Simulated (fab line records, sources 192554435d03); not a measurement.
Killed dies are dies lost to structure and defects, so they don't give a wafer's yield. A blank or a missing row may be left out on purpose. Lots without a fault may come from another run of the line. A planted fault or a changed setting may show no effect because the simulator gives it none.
A struck lot beside a sound one | flow n5_finfet | 40 steps out of a route of 1938
Sound: wafers L484.1, L484.2, L484.3. Struck: wafers L489.2, L489.5, L489.6. The cause comes at the end.
At each step with rows: each side's tool, then ch and its chambers, then its first start. Under that, the readings that differ: sound wafers | struck wafers | difference of the means | sigmas: that difference in standard deviations of wafers without a fault.
alike: readings whose means differ by less than 2 such deviations, and words and numbers that are the same on both sides. not compared: withheld readings, readings that some wafer has no value for, bounds like >300 that may hide the same value, and numbers for which the record gives no deviation and whose values overlap.
The two part at a step that has a row with sigmas, a row that says differs or no value, or rows on one side only. Numbers that don't overlap but have no deviation are shown without sigmas and don't part them. A reading that every wafer of one side lacks parts them only if that side has two wafers or more.

N5_MOL_CONTACT_COAG_THK_MEAS_53:
  sound on film_metro-01, day 7 17:53; struck on film_metro-02, day 8 23:15
  reading          | sound          | struck         | difference | sigmas
  VIA_MOL_THK (nm) | 43.3 43.6 43.5 | 45.0 46.0 44.7 | +1.8       | +2
then, 1 step without rows for these wafers: N5_MOL_CONTACT_COAG_ANNEAL_112 (time 1800 s).
N5_MOL_CONTACT_COAG_INSPECT_97: inspects for defects (darkfield).
  sound on defect_inspect-02, day 7 20:56; struck on defect_inspect-02, day 9 02:20
  alike: raw_defect_count
then, 7 steps without rows for these wafers: N5_BEOL_M0_SAQP_PECVD_00 (deposits SiCN from 3MS/NH3, target thk 8 nm, time 14 s); N5_BEOL_M0_SAQP_ILD_DEP_01 (deposits SiOC from DEMS/O2, target thk 45.419 nm, time 8.7 s); N5_BEOL_M0_SAQP_HM_DEP_02 (deposits TiN, target thk 12 nm); N5_BEOL_M0_SAQP_PECVD_03 (deposits SiCN from 3MS/NH3, target thk 12 nm, time 21.1 s); N5_BEOL_M0_SAQP_PECVD_96 (deposits a-Si from SiH4/He, target thk 45 nm, time 45.2 s); N5_BEOL_M0_SAQP_PECVD_97 (deposits SiNx from SiH4/NH3/N2, target thk 23 nm, time 19.9 s); N5_BEOL_M0_SAQP_PECVD_04 (deposits a-Si from SiH4/He, target thk 60 nm, time 60.2 s).
N5_BEOL_M0_SAQP_THK_MEAS_05:
  sound on film_metro-01, day 7 22:29; struck on film_metro-02, day 9 03:22
  alike: thk_nm
N5_BEOL_M0_SAQP_HM_DEP_111: deposits SiO2 from SiH4/N2O, target thk 12 nm, time 7.2 s.
  sound on pecvd-02 ch 0,1,2, day 7 22:31; struck on pecvd-01 ch 0,1, day 9 03:24
  no value came back on the struck wafers for chamber_pressure_Torr (Torr), heater_power_outer_w (W), heater_power_w (W), showerhead_plenum_p_Torr (Torr); on the sound wafers chamber_pressure_Torr (Torr) reads 0.7480 0.7526 0.7514
then, 8 steps without rows for these wafers: N5_BEOL_M0_SAQP_COAT_81 (time 60 s, resist thk 100 nm); N5_BEOL_M0_SAQP_COAT_82 (time 60 s, resist thk 30 nm); N5_BEOL_M0_SAQP_COAT_08 (resist thk 90 nm); N5_BEOL_M0_SAQP_EBR_10; N5_BEOL_M0_SAQP_SOFTBAKE_09 (time 60 s); N5_BEOL_M0_SAQP_EXPOSE_11 (exposes mask M0 CORE, target cd 42 nm); N5_BEOL_M0_SAQP_PEB_12 (peb time 60 s); N5_BEOL_M0_SAQP_DEVELOP_13 (develop time 30 s).
N5_BEOL_M0_SAQP_CD_MEAS_14: target cd 42.5 nm.
  sound on cd_sem-03 ch 0, day 7 22:58; struck on cd_sem-03 ch 0, day 9 03:43
  alike: cd_nm
N5_BEOL_M0_SAQP_OVL_MEAS_15:
  sound on overlay-01 ch 0, day 7 23:00; struck on overlay-01 ch 0, day 9 03:45
  alike: M0_CORE_OVL
N5_BEOL_M0_SAQP_INSPECT_16: inspects for defects (brightfield).
  sound on defect_inspect-02, day 7 23:01; struck on defect_inspect-02, day 9 03:46
  alike: raw_defect_count
then, 1 step without rows for these wafers: N5_BEOL_M0_SAQP_DESCUM_19 (chemistry O2, time 7.9 s).
N5_BEOL_M0_SAQP_ETCH_83: etches SiARC in CF4, target depth 39 nm, time 65 s.
  sound on rie_diel-01 ch 0,1,2, day 7 23:05; struck on rie_diel-04 ch 0,2,3, day 9 03:58
  alike: drypump_motor_current_A, etch_rf_on_time_s, oes_product_au, rf_vpp_V, showerhead_plenum_p_Torr, throttle_valve_pct
  not compared: rf_hours_counter_h
N5_BEOL_M0_SAQP_ETCH_84: etches SOC in N2/H2, target depth 100 nm, overetch 20 nm, time 150 s.
  sound on rie_diel-01 ch 0,1,2, day 7 23:08; struck on rie_diel-04 ch 0,2,3, day 9 04:01
  alike: drypump_motor_current_A, oes_product_au, rf_vpp_V, showerhead_plenum_p_Torr, temp_c, throttle_valve_pct
  not compared: rf_hours_counter_h
then, 1 step without rows for these wafers: N5_BEOL_M0_SAQP_STRIP_80 (strips in N2/H2).
N5_BEOL_M0_SAQP_HM_OPEN_112: chemistry CHF3/O2, target SiO2, stops on a-Si, target depth 12 nm, time 13.5 s.
  sound on rie_diel-01 ch 0,1,2, day 7 23:15; struck on rie_diel-04 ch 0,2,3, day 9 04:08
  reading                  | sound             | struck         | difference | sigmas
  oes_product_au (a.u.)    | 0.47 0.47 0.56    | 0.26 0.29 0.30 | -0.22      | -6
  model.etch.depth_nm (nm) | 11.66 11.77 11.99 | 0 0 0          | -12        |
  alike: drypump_motor_current_A, oes_ar_750_au, rf_vpp_V, showerhead_plenum_p_Torr, throttle_valve_pct
  not compared: rf_hours_counter_h
then, 1 step without rows for these wafers: N5_BEOL_M0_SAQP_STRIP_113 (strips in CHF3/O2).
N5_BEOL_M0_SAQP_MANDREL_ETCH_20: etches a-Si in HBr/Cl2, stops on SiNx, target depth 60 nm, bt time 10 s, time 30 s.
  sound on rie_si-06 ch 0,1,3, day 7 23:20; struck on rie_si-02 ch 0,2,3, day 9 04:13
  alike: drypump_motor_current_A, mfc_cl2_sccm, oes_product_au, throttle_valve_pct
  not compared: rf_hours_counter_h
then, 3 steps without rows for these wafers: N5_BEOL_M0_SAQP_STRIP_86 (strips in N2/H2); N5_BEOL_M0_SAQP_STRIP_115 (strips in post etch residue remover, time 60 s); N5_BEOL_M0_SAQP_SRD_93 (time 30 s).
N5_BEOL_M0_SAQP_RECESS_114: chemistry HF/NH3, target SiO2, target depth 14.4 nm, afs cycles 3, sublimation time 60 s.
  sound on vapor_etch-02 ch 0,1, day 7 23:34; struck on vapor_etch-01 ch 0,1, day 9 04:26
  alike: drypump_motor_current_A, temp_c
N5_BEOL_M0_SAQP_SPACER1_ALD_98: deposits SiO2, target thk 12.8 nm, pulse time 1 s, purge time 2 s.
  sound on ald_sin-04 ch 0,1,3, day 7 23:56; struck on ald_sin-04 ch 0,1,3, day 9 04:49
  alike: heater_power_w, precursor_pulse_height_rel
then, 2 steps without rows for these wafers: N5_BEOL_M0_SAQP_SPACER1_ETCHBACK_99 (etches SiO2 in CHF3/O2, target depth 15.4 nm, time 7.7 s); N5_BEOL_M0_SAQP_MANDREL1_REMOVE_100 (chemistry HBr/Cl2/O2, target a-Si, stops on SiNx, bt time 10 s).
N5_BEOL_M0_SAQP_CD_MEAS_25: target cd 13.1 nm.
  sound on cd_sem-02 ch 0, day 8 00:44; struck on cd_sem-03 ch 0, day 9 05:47
  reading    | sound             | struck | difference                    | sigmas
  cd_nm (nm) | 12.65 12.69 12.55 | - - -  | no value on the struck wafers |
then, 1 step without rows for these wafers: N5_BEOL_M0_SAQP_ETCH_101 (etches SiNx in CH3F/O2, target depth 29.9 nm, time 42.7 s).
N5_BEOL_M4_RC_MEAS_101:
  the record has rows for the sound wafers here (prober-01 ch 0, day 10 13:37) and none for the struck ones

WHERE THEY PART
First at N5_MOL_CONTACT_COAG_THK_MEAS_53; last, within this record, at N5_BEOL_M4_RC_MEAS_101.

WHY: what the simulator had put in
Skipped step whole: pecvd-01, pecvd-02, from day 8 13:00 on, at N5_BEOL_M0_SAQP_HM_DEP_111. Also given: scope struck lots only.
